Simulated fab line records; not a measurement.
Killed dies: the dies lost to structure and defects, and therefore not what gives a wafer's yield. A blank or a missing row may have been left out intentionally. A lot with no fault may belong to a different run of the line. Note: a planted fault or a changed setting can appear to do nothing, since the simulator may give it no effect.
Split-lot experiment / flow n5Finfet / on a route of 1938 steps: 7 lots, 21 wafers read

== ABOUT THE SPLIT ==
At N5_BEOL_M6_ETCH_62 (etches SOC in N2/H2, target depth 110 nm, overetch 22 nm, time 165 s), the setting timeS was moved away from the recipe's 165 s on 7 of the 21 wafers read, by -9.6% to +19.8%. For the rest of the wafers, this setting stayed at what the recipe calls for.

The split's own step is where the reading is taken.

== THE READING ==
SiARC_of_BEOL_M6_COAT_60.thkNm (the simulator's own value, which no gauge read), in nm, at N5_BEOL_M6_ETCH_62 (etches SOC in N2/H2, target depth 110 nm, overetch 22 nm, time 165 s). The file gives no usual value for it. Here, 14 wafers ran the recipe; their average is 28.3 nm with a standard deviation of 0.21 nm.

wafer=L075.3; tool, chamber at the split=rieDiel-02, 1,0; timeS as run, s=165; against the recipe=recipe; SiARC_of_BEOL_M6_COAT_60.thkNm, nm=28.4; against lot-mates on the recipe=-
wafer=L075.6; tool, chamber at the split=rieDiel-02, 1,0; timeS as run, s=165; against the recipe=recipe; SiARC_of_BEOL_M6_COAT_60.thkNm, nm=28.4; against lot-mates on the recipe=-
wafer=L075.5; tool, chamber at the split=rieDiel-02, 1; timeS as run, s=165; against the recipe=recipe; SiARC_of_BEOL_M6_COAT_60.thkNm, nm=28.6; against lot-mates on the recipe=-
wafer=L074.1; tool, chamber at the split=rieDiel-05, 3; timeS as run, s=197.6; against the recipe=+19.8%; SiARC_of_BEOL_M6_COAT_60.thkNm, nm=27.2; against lot-mates on the recipe=-0.8
wafer=L074.3; tool, chamber at the split=rieDiel-05, 0; timeS as run, s=165; against the recipe=recipe; SiARC_of_BEOL_M6_COAT_60.thkNm, nm=28; against lot-mates on the recipe=-
wafer=L074.5; tool, chamber at the split=rieDiel-05, 2; timeS as run, s=197.6; against the recipe=+19.8%; SiARC_of_BEOL_M6_COAT_60.thkNm, nm=27; against lot-mates on the recipe=-1.0
wafer=L076.2; tool, chamber at the split=rieDiel-03, 0; timeS as run, s=165; against the recipe=recipe; SiARC_of_BEOL_M6_COAT_60.thkNm, nm=28.2; against lot-mates on the recipe=-
wafer=L076.4; tool, chamber at the split=rieDiel-03, 3; timeS as run, s=165; against the recipe=recipe; SiARC_of_BEOL_M6_COAT_60.thkNm, nm=28; against lot-mates on the recipe=-
wafer=L076.6; tool, chamber at the split=rieDiel-03, 1; timeS as run, s=176.2; against the recipe=+6.8%; SiARC_of_BEOL_M6_COAT_60.thkNm, nm=27.8; against lot-mates on the recipe=-0.3
wafer=L077.1; tool, chamber at the split=rieDiel-03, 3; timeS as run, s=165; against the recipe=recipe; SiARC_of_BEOL_M6_COAT_60.thkNm, nm=28; against lot-mates on the recipe=-
wafer=L077.2; tool, chamber at the split=rieDiel-03, 1; timeS as run, s=165; against the recipe=recipe; SiARC_of_BEOL_M6_COAT_60.thkNm, nm=28.4; against lot-mates on the recipe=-
wafer=L077.5; tool, chamber at the split=rieDiel-03, 2; timeS as run, s=165; against the recipe=recipe; SiARC_of_BEOL_M6_COAT_60.thkNm, nm=28.2; against lot-mates on the recipe=-
wafer=L084.3; tool, chamber at the split=rieDiel-03, 2; timeS as run, s=165; against the recipe=recipe; SiARC_of_BEOL_M6_COAT_60.thkNm, nm=28; against lot-mates on the recipe=-
wafer=L084.4; tool, chamber at the split=rieDiel-03, 1; timeS as run, s=165; against the recipe=recipe; SiARC_of_BEOL_M6_COAT_60.thkNm, nm=28.2; against lot-mates on the recipe=-
wafer=L084.5; tool, chamber at the split=rieDiel-03, 3; timeS as run, s=151.7; against the recipe=-8.1%; SiARC_of_BEOL_M6_COAT_60.thkNm, nm=28.4; against lot-mates on the recipe=+0.3
wafer=L086.1; tool, chamber at the split=rieDiel-02, 2; timeS as run, s=179.3; against the recipe=+8.7%; SiARC_of_BEOL_M6_COAT_60.thkNm, nm=27.6; against lot-mates on the recipe=-1.0
wafer=L086.3; tool, chamber at the split=rieDiel-02, 1; timeS as run, s=179.3; against the recipe=+8.7%; SiARC_of_BEOL_M6_COAT_60.thkNm, nm=28; against lot-mates on the recipe=-0.6
wafer=L086.5; tool, chamber at the split=rieDiel-02, 0; timeS as run, s=165; against the recipe=recipe; SiARC_of_BEOL_M6_COAT_60.thkNm, nm=28.6; against lot-mates on the recipe=-
wafer=L096.4; tool, chamber at the split=rieDiel-05, 0; timeS as run, s=149.1; against the recipe=-9.6%; SiARC_of_BEOL_M6_COAT_60.thkNm, nm=28.8; against lot-mates on the recipe=+0.4
wafer=L096.5; tool, chamber at the split=rieDiel-05, 3,2; timeS as run, s=165; against the recipe=recipe; SiARC_of_BEOL_M6_COAT_60.thkNm, nm=28.4; against lot-mates on the recipe=-
wafer=L096.6; tool, chamber at the split=rieDiel-05, 3,2; timeS as run, s=165; against the recipe=recipe; SiARC_of_BEOL_M6_COAT_60.thkNm, nm=28.4; against lot-mates on the recipe=-
Where a row lists several chambers, the file gives one row for several wafers and doesn't say which wafer went through which chamber.

THE FIT
A straight line over all 21 wafers: SiARC_of_BEOL_M6_COAT_60.thkNm changes by -0.0551 nm for each +1% of timeS; r = -0.89; the points scatter about the line by 0.21 nm.
The same after taking each lot's own level away (the mean of its wafers on the recipe; 21 wafers): -0.0495 nm for each +1%; r = -0.91; scatter 0.17 nm.
The reading moves by 0.98 nm for the largest change in timeS, on that fit.
The span of the lots' own levels, 28.00 to 28.60 nm, comes to 2.9 times the standard deviation stated above.
Thus the slope moves with the lot-to-lot level: the two fits are different.
Check: -1.12 nm against its lot-mates is what the line predicts for one of the wafers moved furthest among these (+19.8%) when that wafer is left out of the fit. It came out at -0.8 nm against them.

== THESE WAFERS: OTHER SPLITS ==
These wafers also went through other splits before the reading. Each is held against what the fit with the lots' levels taken away leaves over:
other split on the same wafers=N5_BEOL_M3_COAT_22 spinRpm; wafers away from the commonest value=6; r with SiARC_of_BEOL_M6_COAT_60.thkNm (lot level and that fit taken away)=-0.13
other split on the same wafers=N5_BEOL_M4_COAT_67 spinRpm; wafers away from the commonest value=4; r with SiARC_of_BEOL_M6_COAT_60.thkNm (lot level and that fit taken away)=-0.02
other split on the same wafers=N5_BEOL_M4_EXPOSE_25 doseMj; wafers away from the commonest value=7; r with SiARC_of_BEOL_M6_COAT_60.thkNm (lot level and that fit taken away)=-0.47
other split on the same wafers=N5_BEOL_M5_COAT_66 spinRpm; wafers away from the commonest value=5; r with SiARC_of_BEOL_M6_COAT_60.thkNm (lot level and that fit taken away)=+0.12
other split on the same wafers=N5_BEOL_M5_COAT_22 spinRpm; wafers away from the commonest value=7; r with SiARC_of_BEOL_M6_COAT_60.thkNm (lot level and that fit taken away)=-0.18

== FILE'S OWN FIT ==
SiARC_of_BEOL_M6_COAT_60.thkNm changes by -0.0493 nm for each +1% of timeS, r = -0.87.
